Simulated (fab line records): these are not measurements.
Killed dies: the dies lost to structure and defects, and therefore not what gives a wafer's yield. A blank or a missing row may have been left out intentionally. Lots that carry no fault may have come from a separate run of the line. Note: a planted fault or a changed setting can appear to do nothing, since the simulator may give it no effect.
What tool caused it? -- flow nandHarc -- Sampling: 13 lots, 37 wafers, 4 of 1302 route steps

WHAT THE GAUGES SHOWED, per wafer
The record lacks any reading of a measuring or inspecting step that a usual standard deviation could be used to judge.

WHICH TOOL RAN EACH LOT (tool, then ch and the chambers of the sampled wafers, then the start)
lot,NHARC_A_STAIRCASE_DEP_301,NHARC_A_STAIRCASE_ALD_415,NHARC_A_STAIRCASE_STRIP_476,NHARC_A_STAIRCASE_DEP_151
L584,"pecvd-04 ch 0,1, day 17 02:35","aldHk-03 ch 1,2,3, day 17 06:31","rieDiel-01 ch 0,2,3, day 17 08:27","pecvd-04 ch 0,1, day 18 02:02"
L585,"pecvd-03 ch 0,1,2, day 17 05:22","aldHk-04 ch 1,2, day 17 08:03","rieDiel-06 ch 0,2, day 17 11:35","pecvd-03 ch 0,1,2, day 18 02:03"
L588,"pecvd-03 ch 0,1, day 18 05:40","aldHk-02 ch 1,2,3, day 18 08:40","rieDiel-09 ch 1,2,3, day 18 10:35","pecvd-02 ch 0,2, day 18 21:56"
L586,"pecvd-04 ch 1,2, day 18 10:17","aldHk-03 ch 0,1,3, day 18 13:41","rieDiel-09 ch 0,1,2, day 18 15:10","pecvd-04 ch 0,2, day 18 22:07"
L590,"pecvd-04 ch 0,2, day 19 17:20","aldHk-02 ch 0,1, day 19 20:02","rieDiel-01 ch 0,2,3, day 19 22:13","pecvd-04 ch 0,1,2, day 20 09:15"
L595,"pecvd-02 ch 0, day 21 20:34","aldHk-02 ch 2, day 22 00:29","rieDiel-01 ch 3, day 22 02:28","pecvd-04 ch 0, day 22 13:30"
L596,"pecvd-04 ch 0,2, day 22 05:55","aldHk-04 ch 0,3, day 22 08:50","rieDiel-01 ch 0,1, day 22 10:46","pecvd-04 ch 0,1, day 22 19:59"
L598,"pecvd-02 ch 1,2, day 23 09:16","aldHk-04 ch 1,2, day 23 12:18","rieDiel-01 ch 1,3, day 23 14:29","pecvd-02 ch 1,2, day 23 23:41"
L601,"pecvd-04 ch 1, day 23 22:52","aldHk-03 ch 0,2,3, day 24 02:18","rieDiel-06 ch 0,1, day 24 04:29","pecvd-02 ch 1,2, day 24 19:17"
L600,"pecvd-02 ch 0,1,2, day 23 23:19","aldHk-03 ch 0,2,3, day 24 03:41","rieDiel-06 ch 0,1,3, day 24 05:53","pecvd-04 ch 0,1,2, day 24 19:11"
L602,"pecvd-02 ch 0,1, day 24 02:58","aldHk-04 ch 0,3, day 24 06:24","rieDiel-06 ch 1,3, day 24 08:22","pecvd-03 ch 0,1,2, day 24 19:11"
L603,"pecvd-03 ch 0,2, day 24 19:47","aldHk-04 ch 0,1,3, day 24 22:31","rieDiel-09 ch 0,1,3, day 25 00:41","pecvd-04 ch 0,1,2, day 25 11:38"
L607,"pecvd-02 ch 0,1,2, day 26 22:05","aldHk-03 ch 1,2,3, day 27 01:02","rieDiel-09 ch 0,1,2, day 27 02:58","pecvd-02 ch 0,1,2, day 27 13:52"
- NHARC_A_STAIRCASE_DEP_301: deposits SiON, target thk 30 nm.
- NHARC_A_STAIRCASE_ALD_415: deposits SiO2, target thk 30 nm, pulse time 6 s, ald cycles 300.
- NHARC_A_STAIRCASE_STRIP_476: strips in O2, time 20 s.
- NHARC_A_STAIRCASE_DEP_151: deposits SiO2, target thk 7200 nm.

WHAT THE TOOLS THEMSELVES READ (means of the sampled wafers that have a number; where no wafer has one, the mark that the record gives instead)
NHARC_A_STAIRCASE_DEP_301. Usual: chamberPressureTorr 3.501 Torr, standard deviation 0.0072; heaterPowerW 742 W, standard deviation 120.
lot,tool,chamberPressureTorr (Torr),heaterPowerW (W),flag
L584,pecvd-04,3.500,702,
L585,pecvd-03,3.495,882,
L588,pecvd-03,3.503,908,
L586,pecvd-04,3.505,615,
L590,pecvd-04,3.498,683,
L595,pecvd-02,3.494,718,
L596,pecvd-04,3.494,652,
L598,pecvd-02,3.504,732,
L601,pecvd-04,3.505,608,
L600,pecvd-02,3.509,763,
L602,pecvd-02,3.496,734,
L603,pecvd-03,3.507,890,
L607,pecvd-02,3.505,751,

NHARC_A_STAIRCASE_ALD_415. Usual: heaterPowerW 451 W, standard deviation 57; precursorPulseHeightRel 1.000, standard deviation 0.019.
lot,tool,heaterPowerW (W),precursorPulseHeightRel,flag
L584,aldHk-03,436,1.000,
L585,aldHk-04,418,1.000,
L588,aldHk-02,456,1.014,
L586,aldHk-03,439,1.005,
L590,aldHk-02,545,1.007,
L595,aldHk-02,462,0.994,
L596,aldHk-04,424,0.999,
L598,aldHk-04,463,0.992,
L601,aldHk-03,445,1.021,
L600,aldHk-03,435,1.008,
L602,aldHk-04,453,0.999,
L603,aldHk-04,465,0.996,
L607,aldHk-03,425,0.999,

NHARC_A_STAIRCASE_STRIP_476. Usual: chamberPressureMTorr 60.01 mTorr, standard deviation 0.061; drypumpMotorCurrentA 5.7 A, standard deviation 0.37; oesProductAu 1.002 a.u., standard deviation 0.0076; rfVppV 57.6 V, standard deviation 0.83; showerheadPlenumPTorr 3.45 Torr, standard deviation 0.11; throttleValvePct 17.036 %, standard deviation 0.0086.
lot,tool,chamberPressureMTorr (mTorr),drypumpMotorCurrentA (A),oesProductAu (a.u.),rfVppV (V),showerheadPlenumPTorr (Torr),throttleValvePct (%),flag
L584,rieDiel-01,59.95,5.7,1.011,56.5,3.39,17.041,
L585,rieDiel-06,59.97,5.3,0.998,57.7,3.52,17.038,
L588,rieDiel-09,59.96,5.9,0.994,57.7,3.50,17.047,
L586,rieDiel-09,60.10,5.9,0.994,57.7,3.42,17.030,
L590,rieDiel-01,60.00,5.6,1.001,57.5,3.38,17.045,
L595,rieDiel-01,59.98,5.3,1.006,57.3,3.33,17.039,
L596,rieDiel-01,59.96,5.4,0.994,58.0,3.50,17.040,
L598,rieDiel-01,59.97,5.1,0.999,57.4,3.41,17.041,
L601,rieDiel-06,59.99,5.8,1.009,58.1,3.54,17.033,
L600,rieDiel-06,59.96,5.8,1.009,57.5,3.46,17.033,
L602,rieDiel-06,60.06,5.9,1.004,57.5,3.44,17.037,
L603,rieDiel-09,60.00,5.9,1.000,57.0,3.42,17.045,
L607,rieDiel-09,60.01,5.9,1.003,57.6,3.39,17.045,

NHARC_A_STAIRCASE_DEP_151. Usual: heaterPowerW at 643 W, with a standard deviation of 98.
lot,tool,heaterPowerW (W),flag
L584,pecvd-04,605,
L585,pecvd-03,760,
L588,pecvd-02,704,
L586,pecvd-04,591,
L590,pecvd-04,579,
L595,pecvd-04,582,
L596,pecvd-04,548,
L598,pecvd-02,643,
L601,pecvd-02,611,
L600,pecvd-04,624,
L602,pecvd-03,772,
L603,pecvd-04,607,
L607,pecvd-02,657,

THE ANSWER, worked out from the rows above alone
Rule: take the mean of a lot's wafers that have a number; if it is more than 3 standard deviations from the usual mean, the lot is off. A lot without any number at a reading at which 4 lots or more have one is off too. All remaining lots with rows at the step are treated as sound. After the gauges, taken in route order, come the tools' own readings; for these a lot's mean is taken, as printed above. The first step at which some lot is off is used, and at that step the reading that is off furthest; a lot without a number counts as furthest.
Nothing can be told from this: no lot is off at any reading shown.

WHAT HAD BEEN PUT IN BY THE SIMULATOR
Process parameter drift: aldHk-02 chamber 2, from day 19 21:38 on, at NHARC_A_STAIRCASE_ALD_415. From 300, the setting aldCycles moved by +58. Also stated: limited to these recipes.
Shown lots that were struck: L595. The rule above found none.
